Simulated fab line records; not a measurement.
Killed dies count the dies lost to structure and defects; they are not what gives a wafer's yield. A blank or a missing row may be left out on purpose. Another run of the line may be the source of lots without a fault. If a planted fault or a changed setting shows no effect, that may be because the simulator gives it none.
Which tool did it?    flow nand_harc    14 lots with 40 wafers sampled at 5 steps, on a route of 1159 steps

## WHAT THE GAUGES SHOWED, per wafer
NHARC_A_CONTACT_CD_MEAS_42: target cd 200 nm. Usual: 200.2 nm for cd_nm, sd 0.49.
lot   measured      on         cd_nm (nm)         flag
L846  day 16 04:44  cd_sem-01  200.4 200.7 200.3  
L849  day 16 16:22  cd_sem-03  199.6 200.5 199.7  
L852  day 17 18:34  cd_sem-02  200.7 200.5 199.8  
L851  day 17 20:45  cd_sem-03  199.9 199.4 199.7  
L855  day 18 11:20  cd_sem-02  200.5 200.9 201.2  
L853  day 18 09:12  cd_sem-01  199.6 200.9 200.6  
L854  day 18 20:55  cd_sem-03  200.5 200.9 200.3  
L857  day 19 14:25  cd_sem-02  200.4 200.2        
L861  day 19 16:31  cd_sem-03  199.6 199.6 200.3  
L859  day 19 16:54  cd_sem-03  199.5 200.5        
L858  day 19 18:23  cd_sem-03  200.6 199.5 199.6  
L865  day 21 13:39  cd_sem-01  199.4 199.5 200.5  
L868  day 22 13:28  cd_sem-03  200.0 200.9 201.1  
L869  day 23 01:48  cd_sem-01  199.6 200.5 200.3  

NHARC_END_SORT_01. Usual: killed_at_array 27, standard deviation 11; killed_at_other 0.6, standard deviation 1; killed_at_periphery 3.0, standard deviation 2.1; killed_dies 31, standard deviation 12; killed_open 3.2, standard deviation 1.7; killed_short 1.7, standard deviation 1.4.
lot   measured      on         killed_at_array  killed_at_other  killed_at_periphery  killed_dies  killed_open  killed_short  flag
L853  day 21 12:30  prober-01  28 24            1 0              2 4                  31 28        3 4          2 1           
L854  day 22 04:32  prober-02  27               0                3                    30           2            1             
L857  day 23 02:30  prober-01  18 26            1 0              2 6                  21 32        2 4          0 3           
L859  day 23 00:40  prober-02  12 10            0 0              2 2                  14 12        4 3          0 1           

## WHAT TOOL EACH LOT RAN ON (gives the tool, then ch and the chambers of the sampled wafers, and finally the start)
lot   NHARC_A_WL_FILL_ETCHBACK_04        NHARC_A_WL_FILL_ETCHBACK_05        NHARC_A_CONTACT_DEP_24
L846  rie_metal-02 ch 0,1, day 15 03:02  rie_metal-02 ch 0,1, day 15 03:14  pecvd-01 ch 0,2, day 16 01:16
L849  rie_metal-03 ch 0,1, day 15 11:59  rie_metal-03 ch 0,1, day 15 12:14  pecvd-03 ch 0,2, day 16 10:04
L852  rie_metal-01 ch 0,1, day 16 14:58  rie_metal-01 ch 0,1, day 16 15:10  pecvd-03 ch 0,1,2, day 17 12:58
L851  rie_metal-02 ch 0,1, day 16 16:23  rie_metal-02 ch 0,1, day 16 16:36  pecvd-02 ch 0,1, day 17 15:47
L855  rie_metal-03 ch 0,1, day 17 07:45  rie_metal-03 ch 0,1, day 17 07:59  pecvd-02 ch 0,1, day 18 05:57
L853  rie_metal-01 ch 0,1, day 17 10:45  rie_metal-01 ch 0,1, day 17 10:55  pecvd-01 ch 0,1,2, day 18 05:43
L854  rie_metal-01 ch 0,1, day 17 17:46  rie_metal-01 ch 0,1, day 17 17:58  pecvd-02 ch 0,2, day 18 16:47
L857  rie_metal-02 ch 0,1, day 18 07:38  rie_metal-02 ch 0, day 18 07:47    pecvd-02 ch 0,1, day 19 08:19
L861  rie_metal-01 ch 0,1, day 18 07:42  rie_metal-01 ch 0,1, day 18 07:56  pecvd-03 ch 0,2, day 19 12:03
L859  rie_metal-03 ch 0,1, day 18 10:22  rie_metal-03 ch 1, day 18 10:35    pecvd-02 ch 0,1, day 19 07:47
L858  rie_metal-02 ch 0,1, day 18 10:35  rie_metal-02 ch 0,1, day 18 10:49  pecvd-03 ch 0,1,2, day 19 14:14
L865  rie_metal-03 ch 0,1, day 20 06:35  rie_metal-03 ch 0,1, day 20 06:50  pecvd-01 ch 0,1, day 21 08:20
L868  rie_metal-02 ch 0,1, day 21 10:24  rie_metal-02 ch 0,1, day 21 10:40  pecvd-01 ch 1,2, day 22 07:56
L869  rie_metal-02 ch 0,1, day 21 14:44  rie_metal-02 ch 0, day 21 14:59    pecvd-01 ch 1,2, day 22 21:08
- NHARC_A_WL_FILL_ETCHBACK_04: etches the open film in NF3, target depth 60 nm, time 120 s.
- NHARC_A_WL_FILL_ETCHBACK_05: etches the open film in Cl2/BCl3, target depth 22 nm, time 60 s.
- NHARC_A_CONTACT_DEP_24: deposits SiO2, target thk 500 nm.

## AS READ BY THE TOOLS THEMSELVES (means over the sampled wafers that have a number; for cases with no such wafer, the mark the record gives instead)
NHARC_A_WL_FILL_ETCHBACK_04. Usual: drypump_motor_current_A 5.8 A, standard deviation 0.38; oes_product_au 0.998 a.u., standard deviation 0.01.
lot   tool          drypump_motor_current_A (A)  oes_product_au (a.u.)  flag
L846  rie_metal-02  5.8                          0.994                  
L849  rie_metal-03  5.6                          1.011                  
L852  rie_metal-01  6.0                          1.003                  
L851  rie_metal-02  6.0                          0.981                  
L855  rie_metal-03  5.6                          1.012                  
L853  rie_metal-01  6.0                          1.007                  
L854  rie_metal-01  6.0                          0.996                  
L857  rie_metal-02  5.9                          0.998                  
L861  rie_metal-01  6.0                          1.009                  
L859  rie_metal-03  5.7                          0.989                  
L858  rie_metal-02  5.7                          1.000                  
L865  rie_metal-03  5.6                          1.002                  
L868  rie_metal-02  6.0                          0.988                  
L869  rie_metal-02  5.7                          0.994                  

NHARC_A_WL_FILL_ETCHBACK_05. Usual: drypump_motor_current_A 5.8 A, standard deviation 0.38; oes_product_au 0.998 a.u., standard deviation 0.01.
lot   tool          drypump_motor_current_A (A)  oes_product_au (a.u.)  flag
L846  rie_metal-02  6.0                          0.990                  
L849  rie_metal-03  5.8                          1.006                  
L852  rie_metal-01  5.9                          1.001                  
L851  rie_metal-02  6.0                          0.984                  
L855  rie_metal-03  5.6                          1.004                  
L853  rie_metal-01  5.7                          0.995                  
L854  rie_metal-01  5.7                          1.001                  
L857  rie_metal-02  5.4                          0.988                  
L861  rie_metal-01  6.0                          0.999                  
L859  rie_metal-03  5.4                          1.010                  
L858  rie_metal-02  6.0                          0.997                  
L865  rie_metal-03  5.8                          1.002                  
L868  rie_metal-02  6.1                          1.001                  
L869  rie_metal-02  5.4                          0.981                  

NHARC_A_CONTACT_DEP_24. Usual: heater_power_w 524 W, standard deviation 69; rf_fwd_power_W 898.5 W, standard deviation 2.5; showerhead_vpp_V 1859 V, standard deviation 83; susceptor_temp_C 399.99 C, standard deviation 0.21; throttle_valve_pct 15.7 %, standard deviation 0.56.
lot   tool      heater_power_w (W)  rf_fwd_power_W (W)  showerhead_vpp_V (V)  susceptor_temp_C (C)  throttle_valve_pct (%)  flag
L846  pecvd-01  605                 901.3               1860                  399.91                15.6                    
L849  pecvd-03  527                 899.1               1886                  400.10                16.4                    
L852  pecvd-03  488                 898.9               1898                  400.07                15.9                    
L851  pecvd-02  531                 900.1               1853                  400.04                15.3                    
L855  pecvd-02  526                 895.6               1840                  399.93                15.2                    
L853  pecvd-01  549                 897.1               1833                  399.90                16.1                    
L854  pecvd-02  490                 900.5               1775                  399.90                15.1                    
L857  pecvd-02  592                 717.6               1610                  400.37                15.4                    OFF
L861  pecvd-03  553                 898.2               1912                  400.14                16.5                    
L859  pecvd-02  614                 716.2               1612                  400.12                15.4                    OFF
L858  pecvd-03  497                 899.5               1909                  399.87                16.1                    
L865  pecvd-01  533                 896.4               1777                  400.05                15.9                    
L868  pecvd-01  593                 900.1               1894                  400.04                16.0                    
L869  pecvd-01  514                 897.3               1878                  400.05                16.1                    

## THE ANSWER, worked out from the rows above alone
Rule: a lot is off if the mean of its wafers that have a number lies more than 3 standard deviations from the usual mean. A lot without any number at a reading at which 4 lots or more have one is off too. Where the step has rows for the other lots, those lots are counted as sound. First the gauges in route order, then the tools' own readings, where a lot's mean is used as printed above. The first step at which some lot is off is used, and at that step the reading that is off furthest; a lot without a number counts as furthest.
Off: L857, L859 (NHARC_A_CONTACT_DEP_24, rf_fwd_power_W).
A tool fits if, at that step or a process step before it, it ran every lot that is off, and no sound lot after the first of them. One fits: pecvd-02 at NHARC_A_CONTACT_DEP_24. A fault onset in the window from L854 (day 18 16:47, its last sound lot) to L859 (day 19 07:47, its first lot off) fits.
The tool's own readings at NHARC_A_CONTACT_DEP_24 bear it out: on the lots that are off they differ by more than 5 times the standard deviation of the sound lots' means. rf_fwd_power_W reads 716.9 W there against 898.7 W on the sound lots; showerhead_vpp_V reads 1611 V there against 1860 V on the sound lots.

## WHAT THE SIMULATOR HAD PUT IN
pecvd-02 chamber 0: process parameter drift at NHARC_A_CONTACT_DEP_24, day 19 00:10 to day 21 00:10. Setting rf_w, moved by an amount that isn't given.
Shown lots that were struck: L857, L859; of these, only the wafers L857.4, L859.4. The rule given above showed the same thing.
